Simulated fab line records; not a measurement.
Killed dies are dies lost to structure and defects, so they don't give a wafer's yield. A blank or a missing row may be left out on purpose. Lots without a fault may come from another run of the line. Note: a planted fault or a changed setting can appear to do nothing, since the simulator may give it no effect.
Which tool was responsible? || flow nandHarc || 13 lots with 39 wafers sampled at 5 steps, on a route of 1159 steps

WHAT THE GAUGES READ, wafer by wafer
NHARC_THIN_TSV_CD_MEAS_16. Usual: cdNm 1001 nm, standard deviation 3.
{"lot": "L524", "measured": "day 18 00:56", "on": "cdSem-03", "cdNm (nm)": "1005 999 1005", "flag": ""}
{"lot": "L526", "measured": "day 19 01:46", "on": "cdSem-02", "cdNm (nm)": "1005 1001 999", "flag": ""}
{"lot": "L527", "measured": "day 19 03:17", "on": "cdSem-03", "cdNm (nm)": "1004 1001 1002", "flag": ""}
{"lot": "L528", "measured": "day 19 07:44", "on": "cdSem-03", "cdNm (nm)": "1007 998 1000", "flag": ""}
{"lot": "L530", "measured": "day 20 14:28", "on": "cdSem-02", "cdNm (nm)": "1002 1002 1002", "flag": ""}
{"lot": "L531", "measured": "day 20 18:12", "on": "cdSem-03", "cdNm (nm)": "998 1000 1003", "flag": ""}
{"lot": "L533", "measured": "day 21 05:31", "on": "cdSem-02", "cdNm (nm)": "998 998 998", "flag": ""}
{"lot": "L534", "measured": "day 21 01:17", "on": "cdSem-03", "cdNm (nm)": "1003 998 999", "flag": ""}
{"lot": "L536", "measured": "day 21 03:35", "on": "cdSem-02", "cdNm (nm)": "1000 1001 1007", "flag": ""}
{"lot": "L539", "measured": "day 21 21:27", "on": "cdSem-01", "cdNm (nm)": "1005 1004 998", "flag": ""}
{"lot": "L542", "measured": "day 23 02:29", "on": "cdSem-03", "cdNm (nm)": "1004 1000 1001", "flag": ""}
{"lot": "L545", "measured": "day 24 04:59", "on": "cdSem-03", "cdNm (nm)": "1001 999 999", "flag": ""}
{"lot": "L547", "measured": "day 24 17:45", "on": "cdSem-01", "cdNm (nm)": "1003 1007 999", "flag": ""}

NHARC_END_SORT_01. Usual: killedAtArray 28, standard deviation 11; killedAtOther 0.5, standard deviation 0.87; killedAtPeriphery 2.9, standard deviation 2.2; killedDies 32, standard deviation 11; killedOpen 3.2, standard deviation 1.9; killedShort 1.8, standard deviation 1.4.
{"lot": "L531", "measured": "day 21 12:56", "on": "prober-01", "killedAtArray": "35 27 32", "killedAtOther": "1 0 0", "killedAtPeriphery": "84 56 69", "killedDies": "120 83 101", "killedOpen": "2 2 2", "killedShort": "0 1 1", "flag": "OFF"}
{"lot": "L534", "measured": "day 21 20:40", "on": "prober-02", "killedAtArray": "14 16 11", "killedAtOther": "0 0 1", "killedAtPeriphery": "59 60 50", "killedDies": "73 76 62", "killedOpen": "4 5 4", "killedShort": "0 4 2", "flag": "OFF"}
{"lot": "L536", "measured": "day 22 03:39", "on": "prober-02", "killedAtArray": "14 17 12", "killedAtOther": "0 0 0", "killedAtPeriphery": "62 55 57", "killedDies": "76 72 69", "killedOpen": "4 3 1", "killedShort": "0 0 0", "flag": "OFF"}

TOOL THAT RAN EACH LOT (tool first, then ch and the chambers of the sampled wafers, then the start)
{"lot": "L524", "NHARC_P_STI_ETCH_31": "rieDiel-01 ch 0,1,2, day 2 11:13", "NHARC_THIN_TSV_STRIP_62": "plasmaAsher-01 ch 0,1, day 18 02:38", "NHARC_THIN_TSV_PVD_51": "pvdSputter-03, no start"}
{"lot": "L526", "NHARC_P_STI_ETCH_31": "rieDiel-13 ch 0,1, day 3 02:49", "NHARC_THIN_TSV_STRIP_62": "plasmaAsher-01 ch 0,1, day 19 03:26", "NHARC_THIN_TSV_PVD_51": "pvdSputter-01, no start"}
{"lot": "L527", "NHARC_P_STI_ETCH_31": "rieDiel-05 ch 0,2,3, day 3 02:55", "NHARC_THIN_TSV_STRIP_62": "plasmaAsher-01 ch 0,1, day 19 04:56", "NHARC_THIN_TSV_PVD_51": "pvdSputter-01, no start"}
{"lot": "L528", "NHARC_P_STI_ETCH_31": "rieDiel-05 ch 0,1,2, day 3 13:03", "NHARC_THIN_TSV_STRIP_62": "plasmaAsher-02 ch 0,1, day 19 09:23", "NHARC_THIN_TSV_PVD_51": "pvdSputter-01, no start"}
{"lot": "L530", "NHARC_P_STI_ETCH_31": "rieDiel-13 ch 1,2,3, day 3 19:35", "NHARC_THIN_TSV_STRIP_62": "plasmaAsher-01 ch 0,1, day 20 16:05", "NHARC_THIN_TSV_PVD_51": "pvdSputter-02, no start"}
{"lot": "L531", "NHARC_P_STI_ETCH_31": "rieDiel-05 ch 0,2,3, day 4 05:22", "NHARC_THIN_TSV_STRIP_62": "plasmaAsher-02 ch 0,1, day 20 20:28", "NHARC_THIN_TSV_PVD_51": "pvdSputter-01, day 21 12:56 or earlier"}
{"lot": "L533", "NHARC_P_STI_ETCH_31": "rieDiel-01 ch 0,2,3, day 4 19:17", "NHARC_THIN_TSV_STRIP_62": "plasmaAsher-01 ch 0,1, day 21 07:12", "NHARC_THIN_TSV_PVD_51": "pvdSputter-02, no start"}
{"lot": "L534", "NHARC_P_STI_ETCH_31": "rieDiel-05 ch 1,3, day 5 02:06", "NHARC_THIN_TSV_STRIP_62": "plasmaAsher-02 ch 0,1, day 21 02:58", "NHARC_THIN_TSV_PVD_51": "pvdSputter-03, day 21 20:40 or earlier"}
{"lot": "L536", "NHARC_P_STI_ETCH_31": "rieDiel-05 ch 1,3, day 5 11:51", "NHARC_THIN_TSV_STRIP_62": "plasmaAsher-02 ch 0,1, day 21 05:14", "NHARC_THIN_TSV_PVD_51": "pvdSputter-03, day 22 03:39 or earlier"}
{"lot": "L539", "NHARC_P_STI_ETCH_31": "rieDiel-01 ch 0,1,2, day 6 05:17", "NHARC_THIN_TSV_STRIP_62": "plasmaAsher-01 ch 0,1, day 21 23:05", "NHARC_THIN_TSV_PVD_51": "pvdSputter-01, no start"}
{"lot": "L542", "NHARC_P_STI_ETCH_31": "rieDiel-13 ch 0,1,3, day 7 00:04", "NHARC_THIN_TSV_STRIP_62": "plasmaAsher-02 ch 0,1, day 23 04:11", "NHARC_THIN_TSV_PVD_51": "pvdSputter-01, no start"}
{"lot": "L545", "NHARC_P_STI_ETCH_31": "rieDiel-01 ch 1,2,3, day 7 19:03", "NHARC_THIN_TSV_STRIP_62": "plasmaAsher-02 ch 0,1, day 24 06:39", "NHARC_THIN_TSV_PVD_51": "pvdSputter-03, no start"}
{"lot": "L547", "NHARC_P_STI_ETCH_31": "rieDiel-01 ch 0,2,3, day 8 05:29", "NHARC_THIN_TSV_STRIP_62": "plasmaAsher-01 ch 0,1, day 24 19:50", "NHARC_THIN_TSV_PVD_51": "pvdSputter-01, no start"}
- NHARC_P_STI_ETCH_31: etches the open film in CF4/CHF3, target depth 108.9 nm, time 54.5 s.
- NHARC_THIN_TSV_STRIP_62: strips in N2/H2, time 20 s.
- NHARC_THIN_TSV_PVD_51: deposits Cu, target thk 100 nm.

AS READ BY THE TOOLS THEMSELVES (means over the sampled wafers that have a number; for cases with no such wafer, the mark the record gives instead)
NHARC_P_STI_ETCH_31. Usual: for cf4FlowSccm, 100.0 sccm with a standard deviation of 0.32; for chamberPressureMTorr, 25.003 mTorr with a standard deviation of 0.023; for drypumpMotorCurrentA, 5.8 A with a standard deviation of 0.39; for oesProductAu, 0.963 a.u. with a standard deviation of 0.02; for rfVppV, 370.6 V with a standard deviation of 2.6; for showerheadPlenumPTorr, 1.58 Torr with a standard deviation of 0.07; for throttleValvePct, 16.802 % with a standard deviation of 0.0088.
{"lot": "L524", "tool": "rieDiel-01", "cf4FlowSccm (sccm)": 99.7, "chamberPressureMTorr (mTorr)": 24.985, "drypumpMotorCurrentA (A)": 5.8, "oesProductAu (a.u.)": 0.988, "rfVppV (V)": 371.1, "showerheadPlenumPTorr (Torr)": 1.60, "throttleValvePct (%)": 16.802, "flag": ""}
{"lot": "L526", "tool": "rieDiel-13", "cf4FlowSccm (sccm)": 100.0, "chamberPressureMTorr (mTorr)": 24.993, "drypumpMotorCurrentA (A)": 5.7, "oesProductAu (a.u.)": 0.958, "rfVppV (V)": 373.1, "showerheadPlenumPTorr (Torr)": 1.65, "throttleValvePct (%)": 16.794, "flag": ""}
{"lot": "L527", "tool": "rieDiel-05", "cf4FlowSccm (sccm)": 99.6, "chamberPressureMTorr (mTorr)": 24.996, "drypumpMotorCurrentA (A)": 5.6, "oesProductAu (a.u.)": 0.955, "rfVppV (V)": 370.1, "showerheadPlenumPTorr (Torr)": 1.56, "throttleValvePct (%)": 16.802, "flag": ""}
{"lot": "L528", "tool": "rieDiel-05", "cf4FlowSccm (sccm)": 99.8, "chamberPressureMTorr (mTorr)": 25.010, "drypumpMotorCurrentA (A)": 5.8, "oesProductAu (a.u.)": 0.963, "rfVppV (V)": 369.4, "showerheadPlenumPTorr (Torr)": 1.56, "throttleValvePct (%)": 16.804, "flag": ""}
{"lot": "L530", "tool": "rieDiel-13", "cf4FlowSccm (sccm)": 99.8, "chamberPressureMTorr (mTorr)": 25.012, "drypumpMotorCurrentA (A)": 5.6, "oesProductAu (a.u.)": 0.969, "rfVppV (V)": 370.9, "showerheadPlenumPTorr (Torr)": 1.58, "throttleValvePct (%)": 16.805, "flag": ""}
{"lot": "L531", "tool": "rieDiel-05", "cf4FlowSccm (sccm)": 100.1, "chamberPressureMTorr (mTorr)": 24.991, "drypumpMotorCurrentA (A)": 5.6, "oesProductAu (a.u.)": 0.955, "rfVppV (V)": 368.7, "showerheadPlenumPTorr (Torr)": 1.56, "throttleValvePct (%)": 16.802, "flag": ""}
{"lot": "L533", "tool": "rieDiel-01", "cf4FlowSccm (sccm)": 100.1, "chamberPressureMTorr (mTorr)": 24.996, "drypumpMotorCurrentA (A)": 5.6, "oesProductAu (a.u.)": 0.975, "rfVppV (V)": 369.7, "showerheadPlenumPTorr (Torr)": 1.56, "throttleValvePct (%)": 16.808, "flag": ""}
{"lot": "L534", "tool": "rieDiel-05", "cf4FlowSccm (sccm)": 100.0, "chamberPressureMTorr (mTorr)": 25.002, "drypumpMotorCurrentA (A)": 6.3, "oesProductAu (a.u.)": 0.931, "rfVppV (V)": 371.6, "showerheadPlenumPTorr (Torr)": 1.60, "throttleValvePct (%)": 16.803, "flag": ""}
{"lot": "L536", "tool": "rieDiel-05", "cf4FlowSccm (sccm)": 100.2, "chamberPressureMTorr (mTorr)": 25.004, "drypumpMotorCurrentA (A)": 6.2, "oesProductAu (a.u.)": 0.924, "rfVppV (V)": 371.3, "showerheadPlenumPTorr (Torr)": 1.60, "throttleValvePct (%)": 16.803, "flag": ""}
{"lot": "L539", "tool": "rieDiel-01", "cf4FlowSccm (sccm)": 99.8, "chamberPressureMTorr (mTorr)": 25.011, "drypumpMotorCurrentA (A)": 5.8, "oesProductAu (a.u.)": 0.978, "rfVppV (V)": 372.1, "showerheadPlenumPTorr (Torr)": 1.60, "throttleValvePct (%)": 16.807, "flag": ""}
{"lot": "L542", "tool": "rieDiel-13", "cf4FlowSccm (sccm)": 99.7, "chamberPressureMTorr (mTorr)": 25.007, "drypumpMotorCurrentA (A)": 5.8, "oesProductAu (a.u.)": 0.949, "rfVppV (V)": 371.7, "showerheadPlenumPTorr (Torr)": 1.59, "throttleValvePct (%)": 16.805, "flag": ""}
{"lot": "L545", "tool": "rieDiel-01", "cf4FlowSccm (sccm)": 100.0, "chamberPressureMTorr (mTorr)": 25.000, "drypumpMotorCurrentA (A)": 5.9, "oesProductAu (a.u.)": 0.967, "rfVppV (V)": 370.7, "showerheadPlenumPTorr (Torr)": 1.59, "throttleValvePct (%)": 16.805, "flag": ""}
{"lot": "L547", "tool": "rieDiel-01", "cf4FlowSccm (sccm)": 100.1, "chamberPressureMTorr (mTorr)": 25.009, "drypumpMotorCurrentA (A)": 5.7, "oesProductAu (a.u.)": 0.950, "rfVppV (V)": 370.2, "showerheadPlenumPTorr (Torr)": 1.56, "throttleValvePct (%)": 16.801, "flag": ""}

NHARC_THIN_TSV_STRIP_62. Usual: drypumpMotorCurrentA 5.3 A, standard deviation 0.39; heaterPowerW 333 W, standard deviation 13.
{"lot": "L524", "tool": "plasmaAsher-01", "drypumpMotorCurrentA (A)": 5.5, "heaterPowerW (W)": 338, "flag": ""}
{"lot": "L526", "tool": "plasmaAsher-01", "drypumpMotorCurrentA (A)": 5.5, "heaterPowerW (W)": 337, "flag": ""}
{"lot": "L527", "tool": "plasmaAsher-01", "drypumpMotorCurrentA (A)": 5.5, "heaterPowerW (W)": 338, "flag": ""}
{"lot": "L528", "tool": "plasmaAsher-02", "drypumpMotorCurrentA (A)": 5.5, "heaterPowerW (W)": 340, "flag": ""}
{"lot": "L530", "tool": "plasmaAsher-01", "drypumpMotorCurrentA (A)": 5.4, "heaterPowerW (W)": 324, "flag": ""}
{"lot": "L531", "tool": "plasmaAsher-02", "drypumpMotorCurrentA (A)": 5.1, "heaterPowerW (W)": 341, "flag": ""}
{"lot": "L533", "tool": "plasmaAsher-01", "drypumpMotorCurrentA (A)": 5.3, "heaterPowerW (W)": 318, "flag": ""}
{"lot": "L534", "tool": "plasmaAsher-02", "drypumpMotorCurrentA (A)": 5.1, "heaterPowerW (W)": 337, "flag": ""}
{"lot": "L536", "tool": "plasmaAsher-02", "drypumpMotorCurrentA (A)": 5.4, "heaterPowerW (W)": 341, "flag": ""}
{"lot": "L539", "tool": "plasmaAsher-01", "drypumpMotorCurrentA (A)": 5.4, "heaterPowerW (W)": 324, "flag": ""}
{"lot": "L542", "tool": "plasmaAsher-02", "drypumpMotorCurrentA (A)": 5.4, "heaterPowerW (W)": 339, "flag": ""}
{"lot": "L545", "tool": "plasmaAsher-02", "drypumpMotorCurrentA (A)": 5.1, "heaterPowerW (W)": 351, "flag": ""}
{"lot": "L547", "tool": "plasmaAsher-01", "drypumpMotorCurrentA (A)": 5.4, "heaterPowerW (W)": 318, "flag": ""}

NHARC_THIN_TSV_PVD_51. Usual: throttleValvePct 30.0 %, standard deviation 0.55.
{"lot": "L524", "tool": "pvdSputter-03", "throttleValvePct (%)": 29.9, "flag": ""}
{"lot": "L526", "tool": "pvdSputter-01", "throttleValvePct (%)": 30.2, "flag": ""}
{"lot": "L527", "tool": "pvdSputter-01", "throttleValvePct (%)": 30.4, "flag": ""}
{"lot": "L528", "tool": "pvdSputter-01", "throttleValvePct (%)": 30.1, "flag": ""}
{"lot": "L530", "tool": "pvdSputter-02", "throttleValvePct (%)": 29.6, "flag": ""}
{"lot": "L531", "tool": "pvdSputter-01", "throttleValvePct (%)": 29.7, "flag": ""}
{"lot": "L533", "tool": "pvdSputter-02", "throttleValvePct (%)": 29.7, "flag": ""}
{"lot": "L534", "tool": "pvdSputter-03", "throttleValvePct (%)": 30.2, "flag": ""}
{"lot": "L536", "tool": "pvdSputter-03", "throttleValvePct (%)": 29.8, "flag": ""}
{"lot": "L539", "tool": "pvdSputter-01", "throttleValvePct (%)": 30.3, "flag": ""}
{"lot": "L542", "tool": "pvdSputter-01", "throttleValvePct (%)": 30.2, "flag": ""}
{"lot": "L545", "tool": "pvdSputter-03", "throttleValvePct (%)": 30.1, "flag": ""}
{"lot": "L547", "tool": "pvdSputter-01", "throttleValvePct (%)": 29.8, "flag": ""}

THE ANSWER, worked out from the rows above alone
Rule: a lot counts as off when the mean over its wafers that have a number is more than 3 standard deviations away from the usual mean. Also off: a lot with no number at a reading for which 4 or more lots have one. All remaining lots with rows at the step are treated as sound. Order of review: gauges by route order, followed by the tools' own readings, for which a lot's mean as printed above is used. At the first step where some lot is off, the reading lying furthest off is the one used; lots without a number count as furthest.
Off: L531, L534, L536 (NHARC_END_SORT_01, killedAtPeriphery). Neither off nor sound, because the step has no rows for them: L524, L526, L527, L528, L530, L533, L539, L542, L545, L547.
A tool fits if, at a process step before that reading, it ran every lot that is off, and no sound lot after the first of them. Gauges at NHARC_END_SORT_01: tried the same way as those tools. NHARC_THIN_TSV_PVD_51: start missing for some lots; hours and lot order therefore follow NHARC_END_SORT_01. This does not decide it: 2 tools fit, namely rieDiel-05 at NHARC_P_STI_ETCH_31 and plasmaAsher-02 at NHARC_THIN_TSV_STRIP_62.

WHAT THE SIMULATOR HAD INSERTED
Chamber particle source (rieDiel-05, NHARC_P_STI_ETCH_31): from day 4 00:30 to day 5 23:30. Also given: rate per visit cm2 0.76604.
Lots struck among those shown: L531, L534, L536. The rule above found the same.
